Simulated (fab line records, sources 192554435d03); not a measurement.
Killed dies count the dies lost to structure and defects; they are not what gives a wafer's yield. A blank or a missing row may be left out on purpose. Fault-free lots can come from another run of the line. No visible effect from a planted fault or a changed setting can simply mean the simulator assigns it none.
fab line records -- flow n5_finfet -- part 2 of 2: steps 26 to 32 of 32
record lots=5, wafers=15, last_day=19
route steps=1938 shown MIM_TOP_LITHO@1842 MIM_TOP_ETCH@1851 MIM_BOT_LITHO@1854 MIM_BOT_ETCH@1866 PASS1_CAP@1873
lots with no fault: from the same line, run without faults
start_h: hours from the record's first day to the start of the lot's first wafer shown -- wait_h: hours elapsed since this lot's preceding step -- " same as the row above -- L1.1+2: several wafers, shown together as one row -- - either no value or no given start -- * or withheld: withheld -- < > ~ a bound
route shown NAME@n: names a module that has steps shown in the file, with the first one's number in the route -- usual: average and standard deviation across the fault-free wafers -- same: alike in all rows -- chamber/n: place in a boat -- sites: the reading at each site -- _std_site: how widely they spread, as a standard deviation -- _edge_site: mean of outer sites minus mean of inner sites -- radius_mm: how far each site lies from the wafer's centre -- mask NAME#n: copy n -- behind: the most recent tool/chamber to have shaped the wafer -- hold: the reason the lot was held/the length of the hold in hours/how it ended -- device: whichever transistor did not switch (one of n, p or np) -- end of line: at the end of the route, the tests of the same wafers -- for a step that has no rows: nothing shown but its recipe -- killed: dies lost to structure and defects at the first sort, not the wafer's yield -- map: per-die view of a wafer (x killed, . not killed, _ where there is no die)
set.NAME: the setting as run; set.NAME@STEP: as run at that earlier step -- model.NAME: the simulator's own value behind a step, which no gauge read
a table for each step, a row for each wafer; lots at some steps of the route
services: when a tool's chamber went out of use (start_h, in hours from the record's first day, below 0 if earlier), for how many hours, and the reason
## steps
# step N5_MIM_BOT_ETCH_ETCH_03
# recipe chemistry=Cl2/BCl3, target_depth_a=120, pressure_mtorr=8, icp_w=800, bias_w=100, Cl2_flow_sccm=20, bcl3_flow_sccm=80
# usual drypump_motor_current_A=6.00/0.28, oes_product_au=0.79/0.094, throttle_valve_pct=27.45/0.22
lot.wafer,tool,chamber,start_h,wait_h,drypump_motor_current_A,oes_product_au,rf_hours_counter_h,throttle_valve_pct
L074.4,rie_metal-02,1,257.21,0.1,6.33,0.65,-,27.22
L074.5,rie_metal-02,1,257.21,0.1,6.34,0.65,-,27.23
L074.6,rie_metal-02,0,257.21,0.1,5.62,0.87,-,27.57
L075.3,rie_metal-01,1,262.26,0.1,6.38,0.71,-,27.16
L075.4,rie_metal-01,0,262.26,0.1,5.94,0.92,-,27.60
L075.6,rie_metal-01,1,262.26,0.1,6.39,0.70,-,27.14
L078.2,rie_metal-02,1,280.87,0.1,6.29,0.64,103,27.25
L078.4,rie_metal-02,0,280.87,0.1,5.65,0.86,-,27.58
L078.5,rie_metal-02,1,280.87,0.1,6.25,0.64,-,27.24
L088.2,rie_metal-01,0,351.75,0.1,5.96,0.88,16,27.63
L088.4,rie_metal-01,0,351.75,0.1,5.96,0.87,-,27.63
L088.6,rie_metal-01,1,351.75,0.1,6.39,0.68,-,27.18
L095.1,rie_metal-01,0,456.15,0.1,5.94,0.82,25,27.64
L095.4,rie_metal-01,0,456.15,0.1,5.95,0.83,-,27.65
L095.5,rie_metal-01,1,456.15,0.1,6.41,0.67,-,27.18
# step N5_MIM_BOT_ETCH_ETCH_00
# recipe chemistry=Cl2/BCl3, target=TiN, target_depth_a=455, ion_energy_ev=150, pressure_mtorr=10, icp_w=1000, bias_w=126, Cl2_flow_sccm=53.25, bcl3_flow_sccm=21.75, Ar_flow_sccm=25
# usual drypump_motor_current_A=6.00/0.28, oes_product_au=0.79/0.094, throttle_valve_pct=21.83/0.15
lot.wafer,tool,chamber,start_h,wait_h,drypump_motor_current_A,oes_product_au,rf_hours_counter_h,throttle_valve_pct
L074.4,rie_metal-02,1,257.31,0.1,6.30,0.64,-,21.73
L074.5,rie_metal-02,1,257.31,0.1,6.29,0.65,-,21.75
L074.6,rie_metal-02,0,257.31,0.1,5.60,0.88,-,21.89
L075.3,rie_metal-01,1,262.36,0.1,6.44,0.70,-,21.68
L075.4,rie_metal-01,0,262.36,0.1,5.96,0.93,-,21.84
L075.6,rie_metal-01,1,262.36,0.1,6.44,0.70,-,21.70
L078.2,rie_metal-02,1,280.96,0.1,6.32,0.64,103,21.75
L078.4,rie_metal-02,0,280.96,0.1,5.65,0.86,-,21.92
L078.5,rie_metal-02,1,280.96,0.1,6.32,0.64,-,21.75
L088.2,rie_metal-01,0,351.84,0.1,5.94,0.87,16,21.89
L088.4,rie_metal-01,0,351.84,0.1,5.94,0.86,-,21.88
L088.6,rie_metal-01,1,351.84,0.1,6.37,0.68,-,21.70
L095.1,rie_metal-01,0,456.24,0.1,5.92,0.83,25,21.89
L095.4,rie_metal-01,0,456.24,0.1,5.91,0.84,-,21.87
L095.5,rie_metal-01,1,456.24,0.1,6.39,0.67,-,21.70
# step N5_MIM_BOT_ETCH_STRIP_01
# recipe chemistry=O2, power_w=600, temp_c=60, pressure_mtorr=30, rf_frequency_hz=6e+07, bias_power_w=0, overash_fraction=0.5, o2_flow_sccm=225
# usual drypump_motor_current_A=5.8/0.41, oes_product_au=0.84/0.091, rf_vpp_V=3.7/1.3, showerhead_plenum_p_Torr=2.13/0.085, throttle_valve_pct=16.58/0.28
lot.wafer,tool,chamber,start_h,wait_h,drypump_motor_current_A,oes_product_au,rf_hours_counter_h,rf_vpp_V,showerhead_plenum_p_Torr,throttle_valve_pct
L074.4,rie_diel-03,1,257.43,0.1,6.1,0.93,21,3.7,2.05,16.08
L074.5,rie_diel-03,2,257.43,0.1,5.2,0.96,-,3.0,2.08,16.64
L074.6,rie_diel-03,1,257.43,0.1,6.1,0.92,-,4.8,2.05,16.05
L075.3,rie_diel-03,3,262.46,0.1,5.1,0.70,220,3.6,1.99,17.01
L075.4,rie_diel-03,2,262.46,0.1,5.2,0.96,-,3.9,2.08,16.64
L075.6,rie_diel-03,3,262.46,0.1,5.1,0.70,-,6.1,1.99,16.96
L078.2,rie_diel-01,1,281.10,0.1,6.1,0.84,72,4.9,2.11,16.46
L078.4,rie_diel-01,3,281.10,0.1,5.7,0.86,45,3.7,2.22,16.90
L078.5,rie_diel-01,2,281.10,0.1,5.5,0.83,-,2.6,2.12,16.54
L088.2,rie_diel-03,2,351.98,0.1,5.2,0.88,42,6.3,2.06,16.74
L088.4,rie_diel-03,1,351.98,0.1,6.1,0.88,49,5.1,2.04,16.16
L088.6,rie_diel-03,3,351.98,0.1,5.1,0.97,-,3.9,2.24,16.58
L095.1,rie_diel-03,3,456.40,0.1,5.2,0.91,37,3.3,2.23,16.65
L095.4,rie_diel-03,0,456.40,0.1,6.2,0.86,39,4.6,2.14,16.60
L095.5,rie_diel-03,1,456.40,0.1,6.1,0.83,-,4.9,2.03,16.29
# step N5_MIM_BOT_ETCH_STRIP_02
# recipe chemistry=post_etch_residue_remover, time_s=1200, temp_c=72.5
# usual bath_guard_temp_C=72.4/0.42, bath_heat_duty_pct=14.6/1.8
lot.wafer,tool,chamber,start_h,wait_h,bath_guard_temp_C,bath_heat_duty_pct
L074.4,wet_bench-06,6,257.49,-,72.6,17.8
L074.5,wet_bench-06,7,257.49,-,72.7,15.2
L074.6,wet_bench-06,0,257.49,-,72.8,14.9
L075.3,wet_bench-04,1,262.53,-,72.7,18.7
L075.4,wet_bench-04,2,262.53,-,72.8,11.5
L075.6,wet_bench-04,4,262.53,-,72.3,13.8
L078.2,wet_bench-06,7,281.17,-,72.6,14.4
L078.4,wet_bench-06,2,281.17,-,72.1,14.9
L078.5,wet_bench-06,0,281.17,-,73.3,14.8
L088.2,wet_bench-01,1,352.05,-,72.5,14.4
L088.4,wet_bench-01,3,352.05,-,71.7,15.2
L088.6,wet_bench-01,4,352.05,-,72.8,16.7
L095.1,wet_bench-06,2,456.47,-,72.2,16.2
L095.4,wet_bench-06,3,456.47,-,73.2,16.5
L095.5,wet_bench-06,4,456.47,-,72.4,12.1
# step N5_MIM_BOT_ETCH_CLEAN_05
# recipe chemistry=IPA, time_s=180, temp_c=25
# usual bath_heat_duty_pct=6.3/0.89
lot.wafer,tool,chamber,start_h,wait_h,bath_heat_duty_pct
L074.4,wet_bench-06,6,257.83,0.0,7.4
L074.5,wet_bench-06,7,257.83,0.0,5.7
L074.6,wet_bench-06,0,257.83,0.0,6.5
L075.3,wet_bench-04,1,262.86,0.0,7.9
L075.4,wet_bench-04,2,262.86,0.0,5.6
L075.6,wet_bench-04,4,262.86,0.0,7.6
L078.2,wet_bench-06,7,281.51,0.0,6.0
L078.4,wet_bench-06,2,281.51,0.0,5.7
L078.5,wet_bench-06,0,281.51,0.0,7.3
L088.2,wet_bench-01,1,352.39,0.0,6.8
L088.4,wet_bench-01,3,352.39,0.0,6.3
L088.6,wet_bench-01,4,352.39,0.0,7.7
L095.1,wet_bench-06,2,456.80,0.0,6.5
L095.4,wet_bench-06,3,456.80,0.0,6.4
L095.5,wet_bench-06,4,456.80,0.0,4.9
# step N5_MIM_BOT_ETCH_SRD_06
# recipe dry=ipa_marangoni, time_s=30, temp_c=23, rinse_liquid=diw
# usual bath_heat_duty_pct=3.7/0.56
lot.wafer,tool,chamber,start_h,wait_h,bath_heat_duty_pct
L074.4,wet_bench-06,6,257.88,0.0,4.6
L074.5,wet_bench-06,7,257.88,0.0,3.3
L074.6,wet_bench-06,0,257.88,0.0,3.7
L075.3,wet_bench-04,1,262.92,0.0,4.1
L075.4,wet_bench-04,2,262.92,0.0,2.6
L075.6,wet_bench-04,4,262.92,0.0,3.7
L078.2,wet_bench-06,7,281.56,0.0,3.3
L078.4,wet_bench-06,2,281.56,0.0,4.1
L078.5,wet_bench-06,0,281.56,0.0,3.9
L088.2,wet_bench-01,1,352.44,0.0,3.9
L088.4,wet_bench-01,3,352.44,0.0,3.3
L088.6,wet_bench-01,4,352.44,0.0,4.9
L095.1,wet_bench-06,2,456.86,0.0,3.7
L095.4,wet_bench-06,3,456.86,0.0,3.2
L095.5,wet_bench-06,4,456.86,0.0,2.8
# step N5_PASSIVATION_PECVD_55
# recipe material=SiO2, target_thk_a=4000, temp_c=400, precursor=SiH4/N2O, pressure_torr=2.7, rf_w=608, time_s=22.5
# usual heater_power_w=662/110, showerhead_plenum_p_Torr=8.20/0.12, showerhead_vpp_V=1536/49, throttle_valve_pct=52/3.9
lot.wafer,tool,chamber,start_h,wait_h,heater_power_w,showerhead_plenum_p_Torr,showerhead_vpp_V,throttle_valve_pct
L074.4,pecvd-04,0,257.96,0.1,834,8.08,1606,58
L074.5,pecvd-04,2,257.96,0.1,708,8.24,1536,51
L074.6,pecvd-04,1,257.96,0.1,555,8.06,1527,55
L075.3,pecvd-04,1,262.96,0.0,604,8.09,1554,54
L075.4,pecvd-04,2,262.96,0.0,560,8.24,1531,51
L075.6,pecvd-04,1,262.96,0.0,481,8.06,1540,55
L078.2,pecvd-01,1,281.61,0.0,658,8.29,1555,49
L078.4,pecvd-01,0,281.61,0.0,730,8.10,1471,53
L078.5,pecvd-01,1,281.61,0.0,524,8.28,1540,49
L088.2,pecvd-04,2,352.49,0.0,613,8.25,1527,52
L088.4,pecvd-04,2,352.49,0.0,652,8.25,1538,52
L088.6,pecvd-04,1,352.49,0.0,549,8.07,1571,55
L095.1,pecvd-03,1,456.90,0.0,707,8.39,1403,55
L095.4,pecvd-03,0,456.90,0.0,719,8.44,1502,56
L095.5,pecvd-03,2,456.90,0.0,495,8.15,1545,46
## services
tool,chamber,start_h,hours,kind
krf_scanner-01,-,231.52,1.0,pm
krf_scanner-02,-,237.42,1.0,pm
rie_diel-05,1,237.91,6.5,repair
rie_diel-03,0,258.93,7.9,repair
krf_scanner-02,-,263.54,1.3,pm
rie_diel-03,1,266.71,8.6,repair
krf_scanner-02,-,274.51,0.7,repair
krf_scanner-01,-,281.71,1.3,pm
rie_diel-03,1,289.50,8.2,repair
rie_diel-05,1,308.63,4.9,repair
krf_scanner-01,-,309.04,1.7,repair
rie_diel-03,2,309.62,9.7,repair
rie_metal-02,-,314.27,1.4,pm
krf_scanner-02,-,317.19,1.3,repair
krf_scanner-02,-,325.33,4.4,pm
wet_bench-06,-,328.53,13.5,repair
rie_diel-05,1,329.31,1.2,repair
krf_scanner-01,-,380.74,0.8,pm
rie_metal-02,0,386.39,3.0,repair
krf_scanner-02,-,386.84,0.8,pm
krf_scanner-01,-,400.40,1.0,pm
rie_diel-03,0,412.68,1.7,repair
rie_diel-03,-,415.85,0.5,repair
rie_diel-03,0,418.15,8.2,repair
